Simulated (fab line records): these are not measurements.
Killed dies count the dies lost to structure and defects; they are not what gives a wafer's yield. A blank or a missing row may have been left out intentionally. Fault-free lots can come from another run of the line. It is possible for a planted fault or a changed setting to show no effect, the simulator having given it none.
Which tool did it?	flow n5 finfet	24 lots, 72 wafers sampled, at 6 steps of a route of 1938

WHAT THE GAUGES READ, wafer by wafer
N5_BEOL_M0_SAQP_INSPECT_42: inspects for defects (brightfield).
lot	measured	on	raw defect count
L074	day 5 13:57	defect inspect-01	175 168 360
L075	day 5 19:31	defect inspect-01	433 330 411
L076	day 6 03:22	defect inspect-02	415 337 206
L077	day 6 10:41	defect inspect-02	478 431 373
L078	day 6 16:50	defect inspect-02	153 277 238
L079	day 6 22:59	defect inspect-01	251 302 292
L080	day 7 09:04	defect inspect-02	156 272 278
L081	day 7 10:22	defect inspect-02	244 237 430
L082	day 7 16:33	defect inspect-02	339 262 202
L083	day 7 20:37	defect inspect-02	281 360 288
L084	day 8 01:04	defect inspect-02	347 318 284
L085	day 8 09:13	defect inspect-02	283 326 295
L086	day 8 19:31	defect inspect-02	178 226 241
L087	day 9 08:23	defect inspect-02	275 198 232
L088	day 9 10:29	defect inspect-01	204 221 258
L089	day 9 14:26	defect inspect-02	299 325 242
L090	day 9 16:23	defect inspect-01	321 164 340
L091	day 10 00:49	defect inspect-02	228 255 230
L092	day 10 02:29	defect inspect-01	202 256 251
L093	day 10 09:46	defect inspect-01	446 499 439
L094	day 10 17:28	defect inspect-01	155 234 311
L095	day 11 02:30	defect inspect-02	175 196 208
L096	day 11 05:07	defect inspect-02	171 337 375
L097	day 11 10:54	defect inspect-02	277 303 330

N5_BEOL_M1_CD_MEAS_28: target cd y 23.3 nm.
lot	measured	on	cd nm (nm)
L074	day 6 02:46	cd sem-03	23.92 23.95 23.61
L075	day 6 07:07	cd sem-01	24.17 24.06 24.67
L076	day 6 13:31	cd sem-02	23.72 24.10 23.48
L077	day 6 22:41	cd sem-03	24.01 24.07 23.69
L078	day 7 04:09	cd sem-03	23.57 24.19 23.76
L079	day 7 10:40	cd sem-01	23.62 23.98 23.83
L080	day 7 16:53	cd sem-01	23.91 23.70 24.06
L081	day 7 20:49	cd sem-01	23.60 23.97 24.11
L082	day 8 02:27	cd sem-01	23.58 24.42 24.32
L083	day 8 08:03	cd sem-01	23.63 24.09 24.21
L084	day 8 18:18	cd sem-01	23.63 24.09 24.20
L085	day 8 20:26	cd sem-02	23.81 24.33 23.95
L086	day 9 04:13	cd sem-01	24.50 23.84 24.23
L087	day 9 18:23	cd sem-01	24.38 23.85 23.81
L088	day 9 18:31	cd sem-03	24.18 24.18 24.06
L089	day 10 04:30	cd sem-02	23.85 23.86 23.70
L090	day 10 03:18	cd sem-03	24.04 23.66 23.89
L091	day 10 13:30	cd sem-01	23.99 23.76 23.45
L092	day 10 13:41	cd sem-03	23.97 24.02 24.28
L093	day 10 19:44	cd sem-02	23.65 24.04 24.09
L094	day 11 04:43	cd sem-03	24.30 23.60 24.30
L095	day 11 11:47	cd sem-02	23.90 24.11 24.13
L096	day 11 16:45	cd sem-03	23.67 23.91 23.63
L097	day 11 23:57	cd sem-02	24.14 24.02 24.34

N5_BEOL_M1_OVL_MEAS_29.
lot	measured	on	V0_OVL (nm)
L074	day 6 02:49	overlay-02	0.4 0.3 0.3
L075	day 6 07:10	overlay-01	-0.3 -0.9 -0.4
L076	day 6 13:33	overlay-02	0.4 -0.7 -0.9
L077	day 6 22:44	overlay-01	-1.3 -0.2 -1.2
L078	day 7 04:11	overlay-01	-2.2 -1.2 -1.5
L079	day 7 10:42	overlay-02	-1.0 -1.1 -1.0
L080	day 7 16:55	overlay-01	-0.9 0.1 -0.6
L081	day 7 20:52	overlay-01	-1.1 -1.2 -1.1
L082	day 8 02:29	overlay-01	-0.7 0.6 -1.6
L083	day 8 08:05	overlay-02	-0.9 -0.1 -0.8
L084	day 8 18:20	overlay-02	0.2 -0.6 0.5
L085	day 8 20:28	overlay-01	-0.3 -0.5 -0.4
L086	day 9 04:14	overlay-01	0.6 0.7 -0.2
L087	day 9 18:25	overlay-01	0.7 1.2 1.1
L088	day 9 18:32	overlay-02	0.1 0.6 0.3
L089	day 10 04:32	overlay-02	-0.2 -0.5 -0.4
L090	day 10 03:20	overlay-01	0.4 0.4 -0.1
L091	day 10 13:32	overlay-02	-0.4 0.1 0.9
L092	day 10 13:43	overlay-01	0.3 0.4 -0.7
L093	day 10 19:46	overlay-01	0.5 0.2 -0.7
L094	day 11 04:45	overlay-02	-0.2 0.8 -0.2
L095	day 11 11:49	overlay-02	-0.7 -0.8 -0.3
L096	day 11 16:47	overlay-01	0.0 0.0 -0.3
L097	day 11 23:59	overlay-02	0.3 0.4 0.1

TOOL THAT RAN EACH LOT (tool first, then ch and the chambers of the sampled wafers, then the start)
lot	N5_BEOL_M0_SAQP_MANDREL2_REMOVE_110	N5_BEOL_M0_SAQP_STRIP_75	N5_BEOL_M1_ETCH_63
L074	rie si-02 ch 0,2,3, day 5 13:26	rie diel-02 ch 0,1, day 5 14:53	rie diel-04 ch 0,3, day 6 01:48
L075	rie si-06 ch 0,3, day 5 18:59	rie diel-06 ch 0,1, day 5 20:27	rie diel-06 ch 0,1,3, day 6 06:17
L076	rie si-06 ch 0,1,3, day 6 02:43	rie diel-02 ch 0,2,3, day 6 04:25	rie diel-06 ch 1,2,3, day 6 12:40
L077	rie si-06 ch 1,2, day 6 10:10	rie diel-02 ch 1,2, day 6 11:38	rie diel-04 ch 0,1, day 6 21:59
L078	rie si-06 ch 0,1,3, day 6 16:20	rie diel-06 ch 0,2,3, day 6 17:55	rie diel-02 ch 1,3, day 7 03:27
L079	rie si-06 ch 1,2,3, day 6 22:28	rie diel-06 ch 0,2,3, day 6 23:55	rie diel-06 ch 1,2,3, day 7 09:46
L080	rie si-06 ch 0,1,3, day 7 08:26	rie diel-06 ch 0,1, day 7 10:02	rie diel-02 ch 1,2, day 7 16:03
L081	rie si-02 ch 2,3, day 7 09:44	rie diel-02 ch 1,2,3, day 7 11:19	rie diel-04 ch 1,2, day 7 20:00
L082	rie si-01 ch 0,3, day 7 15:55	rie diel-02 ch 0,1,3, day 7 17:30	rie diel-06 ch 0,1,2, day 8 01:38
L083	rie si-01 ch 0,1,2, day 7 19:59	rie diel-06 ch 1,2,3, day 7 21:37	rie diel-04 ch 0,2,3, day 8 07:13
L084	rie si-02 ch 1,2,3, day 8 00:26	rie diel-02 ch 0,2,3, day 8 02:05	rie diel-06 ch 0,2, day 8 17:36
L085	rie si-01 ch 1,2,3, day 8 08:35	rie diel-04 ch 0,2,3, day 8 10:13	rie diel-04 ch 0,2,3, day 8 19:37
L086	rie si-06 ch 0,3, day 8 19:00	rie diel-04 ch 1,2,3, day 8 20:27	rie diel-02 ch 2,3, day 9 03:23
L087	rie si-02 ch 2,3, day 9 07:44	rie diel-06 ch 0,3, day 9 09:28	rie diel-02 ch 0,1,3, day 9 17:35
L088	rie si-02 ch 2,3, day 9 09:59	rie diel-04 ch 0,1,3, day 9 11:26	rie diel-02 ch 0,1,3, day 9 17:49
L089	rie si-01 ch 2,3, day 9 13:47	rie diel-04 ch 0,2,3, day 9 15:22	rie diel-06 ch 0,1,2, day 10 03:35
L090	rie si-01 ch 0,1,3, day 9 15:53	rie diel-06 ch 0,2,3, day 9 17:28	rie diel-04 ch 0,2,3, day 10 02:26
L091	rie si-01 ch 0,1,2, day 10 00:19	rie diel-06 ch 2,3, day 10 01:59	rie diel-04 ch 0,1,3, day 10 12:35
L092	rie si-06 ch 2,3, day 10 01:59	rie diel-02 ch 0,1,3, day 10 03:34	rie diel-02 ch 0,1,2, day 10 12:48
L093	rie si-01 ch 1,2,3, day 10 09:16	rie diel-06 ch 0,1,2, day 10 11:06	rie diel-02 ch 1,2, day 10 19:03
L094	rie si-02 ch 1,2, day 10 16:57	rie diel-06 ch 0,2,3, day 10 18:34	rie diel-04 ch 0,1,2, day 11 03:53
L095	rie si-06 ch 1,2, day 11 02:00	rie diel-06 ch 1,2,3, day 11 03:40	rie diel-06 ch 1,2,3, day 11 11:05
L096	rie si-02 ch 1,2,3, day 11 04:37	rie diel-04 ch 0,2, day 11 06:04	rie diel-02 ch 1,2,3, day 11 16:03
L097	rie si-06 ch 0,1,3, day 11 10:16	rie diel-02 ch 0,1,2, day 11 12:29	rie diel-06 ch 2,3, day 11 23:08
- N5_BEOL_M0_SAQP_MANDREL2_REMOVE_110: chemistry HBr/Cl2/O2, target a-Si, stops on SiCN, bt time 10 s.
- N5_BEOL_M0_SAQP_STRIP_75: strips in CF4.
- N5_BEOL_M1_ETCH_63: etches SiARC in CF4, target depth 15.6 nm, time 26 s.

WHAT THE TOOLS THEMSELVES READ (means of the sampled wafers that have a number; where no wafer has one, the mark that the record gives instead)
N5_BEOL_M0_SAQP_MANDREL2_REMOVE_110.
lot	tool	drypump motor current A (A)	oes product au (a.u.)	throttle valve pct (%)
L074	rie si-02	5.8	1.013	36.9
L075	rie si-06	5.4	0.998	36.6
L076	rie si-06	5.7	0.984	36.4
L077	rie si-06	6.0	0.987	37.0
L078	rie si-06	5.7	0.984	36.4
L079	rie si-06	6.0	0.992	36.7
L080	rie si-06	5.7	0.986	36.4
L081	rie si-02	5.7	1.007	36.9
L082	rie si-01	5.2	0.991	36.5
L083	rie si-01	5.6	1.001	36.7
L084	rie si-02	5.8	0.995	37.2
L085	rie si-01	5.6	0.999	36.8
L086	rie si-06	5.4	0.980	36.6
L087	rie si-02	6.0	1.001	37.0
L088	rie si-02	5.8	1.002	36.9
L089	rie si-01	5.2	0.993	36.7
L090	rie si-01	5.7	0.991	36.8
L091	rie si-01	5.6	1.004	36.7
L092	rie si-06	6.0	0.997	37.1
L093	rie si-01	5.6	1.003	36.8
L094	rie si-02	5.6	0.993	37.5
L095	rie si-06	6.0	0.987	36.6
L096	rie si-02	5.8	1.000	37.2
L097	rie si-06	5.7	0.987	36.4

N5_BEOL_M0_SAQP_STRIP_75.
lot	tool	drypump motor current A (A)	oes product au (a.u.)	rf vpp V (V)	showerhead plenum p Torr (Torr)	throttle valve pct (%)
L074	rie diel-02	5.5	0.162	271.6	1.87	13.66
L075	rie diel-06	5.6	0.188	272.5	1.83	13.34
L076	rie diel-02	6.4	0.165	271.2	1.79	13.66
L077	rie diel-02	5.9	0.169	270.2	1.77	13.55
L078	rie diel-06	5.8	0.182	270.7	1.78	13.62
L079	rie diel-06	5.7	0.181	270.7	1.77	13.61
L080	rie diel-06	5.7	0.178	272.6	1.84	13.60
L081	rie diel-02	5.9	0.162	270.8	1.79	13.59
L082	rie diel-02	5.9	0.186	271.6	1.84	13.52
L083	rie diel-06	5.6	0.189	271.6	1.76	13.42
L084	rie diel-02	6.4	0.189	270.6	1.78	13.50
L085	rie diel-04	5.4	0.167	271.0	1.82	13.74
L086	rie diel-04	5.7	0.166	271.2	1.82	13.71
L087	rie diel-06	5.4	0.164	270.1	1.76	13.65
L088	rie diel-04	5.8	0.166	271.0	1.81	13.67
L089	rie diel-04	5.4	0.166	271.6	1.81	13.75
L090	rie diel-06	5.7	0.182	270.3	1.77	13.66
L091	rie diel-06	5.8	0.188	271.2	1.73	13.55
L092	rie diel-02	6.0	0.183	271.4	1.83	13.56
L093	rie diel-06	5.8	0.187	271.4	1.80	13.54
L094	rie diel-06	5.8	0.170	271.6	1.77	13.68
L095	rie diel-06	5.6	0.183	270.6	1.75	13.45
L096	rie diel-04	5.0	0.166	271.7	1.86	13.74
L097	rie diel-02	5.9	0.178	271.3	1.81	13.52

N5_BEOL_M1_ETCH_63.
lot	tool	drypump motor current A (A)	etch rf on time s (s)	oes product au (a.u.)	rf vpp V (V)	showerhead plenum p Torr (Torr)	throttle valve pct (%)
L074	rie diel-04	5.5	26.3	0.63	185.3	2.16	15.65
L075	rie diel-06	5.5	25.7	0.67	183.5	2.14	15.48
L076	rie diel-06	5.6	25.3	0.72	183.7	2.10	15.42
L077	rie diel-04	5.6	26.5	0.64	184.1	2.22	15.55
L078	rie diel-02	5.5	26.2	0.61	184.7	2.19	15.55
L079	rie diel-06	5.6	25.5	0.72	183.7	2.10	15.43
L080	rie diel-02	5.5	25.6	0.62	184.3	2.16	15.52
L081	rie diel-04	5.3	25.7	0.63	184.5	2.22	15.60
L082	rie diel-06	5.8	25.5	0.71	183.5	2.16	15.55
L083	rie diel-04	5.4	26.8	0.61	183.6	2.16	15.70
L084	rie diel-06	6.1	25.3	0.72	184.2	2.14	15.71
L085	rie diel-04	5.4	26.8	0.61	183.4	2.15	15.70
L086	rie diel-02	6.4	26.4	0.61	182.6	2.07	15.63
L087	rie diel-02	6.0	26.1	0.67	184.0	2.17	15.49
L088	rie diel-02	6.0	25.8	0.67	184.8	2.17	15.50
L089	rie diel-06	5.8	25.7	0.69	184.7	2.15	15.57
L090	rie diel-04	5.4	27.3	0.60	183.9	2.15	15.72
L091	rie diel-04	5.8	26.8	0.60	184.0	2.16	15.66
L092	rie diel-02	5.9	25.3	0.68	184.1	2.14	15.48
L093	rie diel-02	5.5	26.0	0.60	184.6	2.15	15.56
L094	rie diel-04	5.5	26.5	0.61	185.9	2.21	15.64
L095	rie diel-06	5.6	25.7	0.68	183.4	2.09	15.49
L096	rie diel-02	6.0	26.5	0.59	184.1	2.12	15.65
L097	rie diel-06	5.8	25.4	0.70	183.0	2.07	15.65

THE ANSWER, worked out from the rows above alone
Rule: the usual values come from the lots themselves. Put in order of their means at a reading, lots are off if they are a third of the lots or fewer, leave a main group of 4 or more, and stand apart from it by a gap of 3 or more times the standard deviation of the main group's means; of several such gaps the widest counts. The tables above print the reading to a certain number of digits; a main group whose means all agree to those digits is not used. Also off: a lot with no number at a reading for which 4 or more lots have one. Any other lot the step has rows for is counted as sound. First the gauges in route order, then the tools' own readings, where a lot's mean is used as printed above. The first step at which some lot is off is used, and at that step the reading that is off furthest; a lot without a number counts as furthest.
No lot is off on any of the readings shown, so nothing can be concluded from this.

WHAT THE SIMULATOR HAD PUT IN
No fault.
